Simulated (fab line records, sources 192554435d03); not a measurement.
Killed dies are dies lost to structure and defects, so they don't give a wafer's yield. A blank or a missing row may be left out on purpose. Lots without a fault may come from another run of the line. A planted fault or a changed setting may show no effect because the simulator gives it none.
Split-lot experiment | flow n5_finfet | 7 lots, 21 wafers read, on a route of 1938 steps

THE SPLIT
At N5_BEOL_M9_EXPOSE_08 (exposes mask M9), the setting dose_mj was moved away from the recipe's 53.75 on 10 of the 21 wafers read, by -5.6% to +5.7%. The other wafers ran this setting at the recipe's value.

FROM THE SPLIT TO THE READING: what the file shows between them, 10 steps
- N5_BEOL_M9_PEB_09: peb time 60 s
- N5_BEOL_M9_DEVELOP_10: develop time 30 s
- N5_BEOL_M9_CD_MEAS_11: target cd 64.1 nm
- N5_BEOL_M9_DESCUM_16: chemistry O2, time 7.9 s
- N5_BEOL_M9_ETCH_61: etches SiARC in CF4, target depth 39 nm, time 65 s
- N5_BEOL_M9_ETCH_62: etches SOC in N2/H2, target depth 110 nm, overetch 22 nm, time 165 s
- N5_BEOL_M9_STRIP_68: strips in N2/H2
- N5_BEOL_M9_STRIP_67: strips in CF4
- N5_BEOL_M9_HM_OPEN_17: chemistry Cl2/BCl3, target TiN, target depth 20 nm, overetch 6 nm
- N5_BEOL_M9_STRIP_19: strips in O2

THE READING
cd_nm, in nm, at N5_BEOL_M9_CD_MEAS_18 (pitch 140 nm, target cd 70 nm). Fault-free wafers of this fab line usually give 69.8 nm, standard deviation 0.68 nm.

wafer  | tool, chamber at the split | dose_mj as run | against the recipe | cd_nm, nm | against lot-mates on the recipe
L077.1 | arfi_scanner-03, 0         | 54.99          | +2.3%              | 69.7      | +1.0
L077.5 | arfi_scanner-03, 0         | 54.99          | +2.3%              | 70.4      | +1.7
L077.6 | arfi_scanner-03, 0         | 53.75          | recipe             | 68.7      | -
L079.1 | arfi_scanner-02, 0         | 53.75          | recipe             | 69.7      | -
L079.3 | arfi_scanner-02, 0         | 53.75          | recipe             | 69.4      | -
L079.4 | arfi_scanner-02, 0         | 53.75          | recipe             | 68.3      | -
L082.1 | arfi_scanner-03, 0         | 53.75          | recipe             | 70.1      | -
L082.3 | arfi_scanner-03, 0         | 56.79          | +5.7%              | 73.5      | +3.4
L082.6 | arfi_scanner-03, 0         | 56.79          | +5.7%              | 74.4      | +4.3
L083.1 | arfi_scanner-03, 0         | 53.75          | recipe             | 69.7      | -
L083.4 | arfi_scanner-03, 0         | 56.65          | +5.4%              | 72.8      | +3.1
L083.5 | arfi_scanner-03, 0         | 56.65          | +5.4%              | 71.9      | +2.2
L086.1 | arfi_scanner-02, 0         | 50.74          | -5.6%              | 66.2      | -3.2
L086.2 | arfi_scanner-02, 0         | 53.75          | recipe             | 69.4      | -
L086.3 | arfi_scanner-02, 0         | 53.75          | recipe             | 69.4      | -
L091.1 | arfi_scanner-02, 0         | 53.75          | recipe             | 69.6      | -
L091.2 | arfi_scanner-02, 0         | 53.75          | recipe             | 71.0      | -
L091.5 | arfi_scanner-02, 0         | 51.02          | -5.1%              | 67.4      | -2.9
L095.3 | arfi_scanner-03, 0         | 52.64          | -2.1%              | 69.1      | -1.1
L095.4 | arfi_scanner-03, 0         | 52.64          | -2.1%              | 68.3      | -1.9
L095.5 | arfi_scanner-03, 0         | 53.75          | recipe             | 70.2      | -

THE FIT
A straight line over all 21 wafers: cd_nm changes by +0.577 nm for each +1% of dose_mj; r = +0.92; the points scatter about the line by 0.78 nm.
The same after taking each lot's own level away (the mean of its wafers on the recipe; 21 wafers): +0.592 nm for each +1%; r = +0.97; scatter 0.5 nm.
On that fit, the largest move of dose_mj shifts the reading by 3.3 nm.
The lots' own levels span 68.70 to 70.30 nm, that is 2.4 times the standard deviation above.
So the lot-to-lot level changes the slope little: the two slopes agree.
Check: with one of the wafers moved furthest among these (+5.7%) left out of the fit, the line predicts +3.31 nm for it against its lot-mates. It came out at +3.4 nm against them.

OTHER SPLITS ON THESE WAFERS
These wafers also went through other splits before the reading. Each is held against what the fit with the lots' levels taken away leaves over:
other split on the same wafers   | wafers away from the commonest value | r with cd_nm (lot level and that fit taken away)
N5_BEOL_M6_ETCH_66 bias_w        | 3                                    | +0.38
N5_BEOL_M7_ILD_DEP_00 time_s     | 4                                    | -0.17
N5_BEOL_M7_COAT_60 spin_rpm      | 4                                    | -0.18
N5_BEOL_M8_ETCH_65 source_w      | 6                                    | -0.15
N5_BEOL_M8_TRENCH_ETCH_37 bias_w | 8                                    | -0.04
N5_BEOL_M9_COAT_60 spin_rpm      | 6                                    | +0.31

THE WHOLE CHAIN: every reading that the file lists as answering this split, in the file's order
step                  | what it does                                       | reading                                                               | change (the file's fit)               | r (the file's)
N5_BEOL_M9_CD_MEAS_11 | target cd 64.1 nm                                  | cd_nm                                                                 | +0.568 nm for each +1% of the setting | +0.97
N5_BEOL_M9_ETCH_61    | etches SiARC in CF4, target depth 39 nm, time 65 s | BEOL_M9.cd_offset_nm (the simulator's own value, which no gauge read) | +0.583 nm for each +1% of the setting | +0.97
N5_BEOL_M9_CD_MEAS_18 | pitch 140 nm, target cd 70 nm                      | cd_nm                                                                 | +0.589 nm for each +1% of the setting | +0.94

THE FILE'S OWN FIT
cd_nm changes by +0.589 nm for each +1% of dose_mj, r = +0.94.
